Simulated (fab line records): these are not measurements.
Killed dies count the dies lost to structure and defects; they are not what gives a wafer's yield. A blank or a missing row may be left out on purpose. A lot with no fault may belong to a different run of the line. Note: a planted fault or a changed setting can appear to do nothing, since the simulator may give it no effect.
Chamber matching :: flow n5Finfet :: N5_SDB_DESCUM_16 on rieDiel-01 has 4 sister chambers
The step chemistry O2, time 7.9 s. 20 wafers are shown with their chamber, then 10 later ones without.

WAFERS, EACH WITH ITS CHAMBER
wafer: L076.2
chamber: 3
drypumpMotorCurrentA (A): 6.0
throttleValvePct (%): 20.4
showerheadPlenumPTorr (Torr): 2.10

wafer: L076.3
chamber: 2
drypumpMotorCurrentA (A): 5.3
throttleValvePct (%): 20.3
showerheadPlenumPTorr (Torr): 2.18

wafer: L076.6
chamber: 2
drypumpMotorCurrentA (A): 5.3
throttleValvePct (%): 20.3
showerheadPlenumPTorr (Torr): 2.18

wafer: L077.3
chamber: 1
drypumpMotorCurrentA (A): 5.8
throttleValvePct (%): 21.2
showerheadPlenumPTorr (Torr): 2.09

wafer: L077.5
chamber: 2
drypumpMotorCurrentA (A): 5.3
throttleValvePct (%): 20.3
showerheadPlenumPTorr (Torr): 2.18

wafer: L077.6
chamber: 1
drypumpMotorCurrentA (A): 5.7
throttleValvePct (%): 21.1
showerheadPlenumPTorr (Torr): 2.09

wafer: L078.2
chamber: 1
drypumpMotorCurrentA (A): 5.8
throttleValvePct (%): 21.2
showerheadPlenumPTorr (Torr): 2.09

wafer: L078.3
chamber: 0
drypumpMotorCurrentA (A): 6.3
throttleValvePct (%): 20.5
showerheadPlenumPTorr (Torr): 2.12

wafer: L078.4
chamber: 2
drypumpMotorCurrentA (A): 5.3
throttleValvePct (%): 20.3
showerheadPlenumPTorr (Torr): 2.18

wafer: L085.2
chamber: 3
drypumpMotorCurrentA (A): 6.0
throttleValvePct (%): 20.4
showerheadPlenumPTorr (Torr): 2.10

wafer: L085.4
chamber: 1
drypumpMotorCurrentA (A): 5.8
throttleValvePct (%): 21.2
showerheadPlenumPTorr (Torr): 2.09

wafer: L085.5
chamber: 1
drypumpMotorCurrentA (A): 5.8
throttleValvePct (%): 21.2
showerheadPlenumPTorr (Torr): 2.09

wafer: L087.3
chamber: 1
drypumpMotorCurrentA (A): 5.8
throttleValvePct (%): 21.2
showerheadPlenumPTorr (Torr): 2.09

wafer: L087.5
chamber: 2
drypumpMotorCurrentA (A): 5.3
throttleValvePct (%): 20.4
showerheadPlenumPTorr (Torr): 2.17

wafer: L087.6
chamber: 1
drypumpMotorCurrentA (A): 5.8
throttleValvePct (%): 21.2
showerheadPlenumPTorr (Torr): 2.08

wafer: L090.1
chamber: 3
drypumpMotorCurrentA (A): 6.0
throttleValvePct (%): 20.4
showerheadPlenumPTorr (Torr): 2.09

wafer: L090.3
chamber: 1
drypumpMotorCurrentA (A): 5.7
throttleValvePct (%): 21.2
showerheadPlenumPTorr (Torr): 2.08

wafer: L090.5
chamber: 1
drypumpMotorCurrentA (A): 5.8
throttleValvePct (%): 21.2
showerheadPlenumPTorr (Torr): 2.08

wafer: L092.1
chamber: 0
drypumpMotorCurrentA (A): 6.3
throttleValvePct (%): 20.5
showerheadPlenumPTorr (Torr): 2.11

wafer: L092.2
chamber: 1
drypumpMotorCurrentA (A): 5.7
throttleValvePct (%): 21.2
showerheadPlenumPTorr (Torr): 2.08

SIGNATURES, as means of the wafers listed above
reading: drypumpMotorCurrentA
chamber 0: 6.300
chamber 1: 5.770
chamber 2: 5.300
chamber 3: 6.000
scatter within a chamber: 0.0362

reading: throttleValvePct
chamber 0: 20.500
chamber 1: 21.190
chamber 2: 20.320
chamber 3: 20.400
scatter within a chamber: 0.0326

reading: showerheadPlenumPTorr
chamber 0: 2.1150
chamber 1: 2.0860
chamber 2: 2.1780
chamber 3: 2.0967
scatter within a chamber: 0.00522
Rule: a wafer lies at a distance from a chamber equal to the root of the sum of squares, over the readings, of (its reading less the chamber's mean, divided by the reading's scatter). The wafer belongs to the nearest chamber; if the next one is less than 2 further off, it can't be placed. The scatter is the square root of a quotient: the sum, over the shown wafers, of each reading's squared deviation from its chamber's mean, divided by wafers minus chambers.

WAFERS WITH NO CHAMBER GIVEN
wafer: L092.4
drypumpMotorCurrentA (A): 5.3
throttleValvePct (%): 20.4
showerheadPlenumPTorr (Torr): 2.17

wafer: L094.3
drypumpMotorCurrentA (A): 6.3
throttleValvePct (%): 20.5
showerheadPlenumPTorr (Torr): 2.11

wafer: L094.4
drypumpMotorCurrentA (A): 5.7
throttleValvePct (%): 21.2
showerheadPlenumPTorr (Torr): 2.08

wafer: L094.6
drypumpMotorCurrentA (A): 5.7
throttleValvePct (%): 21.2
showerheadPlenumPTorr (Torr): 2.08

wafer: L095.2
drypumpMotorCurrentA (A): 6.3
throttleValvePct (%): 20.5
showerheadPlenumPTorr (Torr): 2.11

wafer: L095.5
drypumpMotorCurrentA (A): 6.0
throttleValvePct (%): 20.4
showerheadPlenumPTorr (Torr): 2.09

wafer: L095.6
drypumpMotorCurrentA (A): 5.3
throttleValvePct (%): 20.4
showerheadPlenumPTorr (Torr): 2.17

wafer: L097.2
drypumpMotorCurrentA (A): 5.8
throttleValvePct (%): 21.2
showerheadPlenumPTorr (Torr): 2.08

wafer: L097.4
drypumpMotorCurrentA (A): 5.3
throttleValvePct (%): 20.4
showerheadPlenumPTorr (Torr): 2.16

wafer: L097.6
drypumpMotorCurrentA (A): 5.8
throttleValvePct (%): 21.2
showerheadPlenumPTorr (Torr): 2.08

CHAMBER TAKEN BY EACH
wafer: L092.4
from the rows above: 2
in truth: 2

wafer: L094.3
from the rows above: 0
in truth: 0

wafer: L094.4
from the rows above: 1
in truth: 1

wafer: L094.6
from the rows above: 1
in truth: 1

wafer: L095.2
from the rows above: 0
in truth: 0

wafer: L095.5
from the rows above: 3
in truth: 3

wafer: L095.6
from the rows above: 2
in truth: 2

wafer: L097.2
from the rows above: 1
in truth: 1

wafer: L097.4
from the rows above: 2
in truth: 2

wafer: L097.6
from the rows above: 1
in truth: 1
Correct placement for 10 of the 10. Can't be placed from these rows: 0. 0 placed wrongly.
